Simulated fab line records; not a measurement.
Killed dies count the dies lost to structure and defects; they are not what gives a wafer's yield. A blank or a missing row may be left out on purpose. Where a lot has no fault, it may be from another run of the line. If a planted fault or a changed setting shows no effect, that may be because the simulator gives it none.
Split-lot experiment	flow n5 finfet	21 wafers read from 7 lots, route of 1938 steps

## ABOUT THE SPLIT
At N5_SD_EPI_N_EPI_21 (deposits Si:P, time 690 s), the setting time s was moved away from the recipe's 690 s on 6 of the 21 wafers read, by -12.2% to +15.3%. The other wafers ran this setting at the recipe's value.

## BETWEEN THE SPLIT AND THE READING: the file shows 1 step in between
- N5_SD_EPI_N_EPI_MEAS_23

## THE READING
Si-P_of_SD_EPI_N_EPI_21.thk nm (the simulator's own value, which no gauge read), in nm, at N5_SD_EPI_N_PRECLEAN_24 (cleans in O3/DIW, time 60 s). The file does not state a usual value for it. Here, 15 wafers ran the recipe; their average is 58.6 nm with a standard deviation of 0.38 nm.

wafer	tool, chamber at the split	time s as run, s	against the recipe	Si-P_of_SD_EPI_N_EPI_21.thk nm, nm	against lot-mates on the recipe
L075.2	epi rpcvd-01, 0	690	recipe	59	-
L075.5	epi rpcvd-01, 0	613.3	-11.1%	54.2	-4.8
L075.6	epi rpcvd-01, 0	613.3	-11.1%	54.6	-4.4
L081.2	epi rpcvd-03, 0	606	-12.2%	54.4	-4.4
L081.3	epi rpcvd-03, 0	606	-12.2%	54.6	-4.2
L081.6	epi rpcvd-03, 0	690	recipe	58.8	-
L083.1	epi rpcvd-03, 0	690	recipe	58.2	-
L083.5	epi rpcvd-03, 0	690	recipe	58.2	-
L083.4	epi rpcvd-03, 0	690	recipe	58.4	-
L085.2	epi rpcvd-01, 0	690	recipe	58.6	-
L085.5	epi rpcvd-01, 0	690	recipe	58.2	-
L085.6	epi rpcvd-01, 0	690	recipe	58	-
L087.3	epi rpcvd-02, 0	690	recipe	58.8	-
L087.6	epi rpcvd-02, 0	690	recipe	58.8	-
L087.5	epi rpcvd-02, 0	690	recipe	59	-
L094.3	epi rpcvd-01, 0	795.4	+15.3%	64.4	+5.7
L094.5	epi rpcvd-01, 0	690	recipe	58.8	-
L094.6	epi rpcvd-01, 0	690	recipe	58.6	-
L095.1	epi rpcvd-01, 0	625.9	-9.3%	55	-3.8
L095.4	epi rpcvd-01, 0	690	recipe	59.4	-
L095.5	epi rpcvd-01, 0	690	recipe	58.2	-

THE FIT
A straight line over all 21 wafers: Si-P_of_SD_EPI_N_EPI_21.thk nm changes by +0.366 nm for each +1% of time s; r = +0.99; the points scatter about the line by 0.37 nm.
The same after taking each lot's own level away (the mean of its wafers on the recipe; 21 wafers): +0.381 nm for each +1%; r = +0.99; scatter 0.29 nm.
The reading moves by 5.8 nm for the largest change in time s, on that fit.
Measured against the standard deviation above, the lots' own levels, which go from 58.27 to 59.00 nm, span 1.9 times it.
The two slopes are in agreement: the lot-to-lot level therefore moves the slope only a little.
Check: with one of the wafers moved furthest among these (+15.3%) left out of the fit, the line predicts +5.86 nm for it against its lot-mates. Against them it came out at +5.7 nm.

## OTHER SPLITS ON THESE WAFERS
Before the reading, these wafers also passed through other splits. Each is held against what the fit with the lots' levels taken away leaves over:
other split on the same wafers	wafers away from the commonest value	r with Si-P_of_SD_EPI_N_EPI_21.thk nm (lot level and that fit taken away)
N5_ZERO_LAYER_PECVD_02 time s	5	-0.08
N5_FIN_SAQP_ALD_61 ald cycles	8	-0.10
N5_FIN_SAQP_PECVD_06 time s	7	+0.00
N5_FIN_CUT_CUT_ETCH_26 time s	8	-0.05
N5_FIN_CUT_CUT_ETCH_27 target depth a	8	+0.20
N5_DUMMY_GATE_ETCH_32 time s	8	+0.06

## THE WHOLE CHAIN: every reading that the file lists as answering this split, in the file's order
step	what it does	reading	change (the file's fit)	r (the file's)
N5_SD_EPI_N_EPI_21	deposits Si:P, time 690 s	Si-P_of_SD_EPI_N_EPI_21.thk nm (the simulator's own value, which no gauge read)	+0.387 nm for each +1% of the setting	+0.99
N5_SD_EPI_N_EPI_MEAS_23		thk nm	withheld for each +1% of the setting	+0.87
N5_SD_EPI_N_PRECLEAN_24	cleans in O3/DIW, time 60 s	Si-P_of_SD_EPI_N_EPI_21.thk nm (the simulator's own value, which no gauge read)	+0.382 nm for each +1% of the setting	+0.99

## FILE'S OWN FIT
Si-P_of_SD_EPI_N_EPI_21.thk nm changes by +0.382 nm for each +1% of time s, r = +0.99.
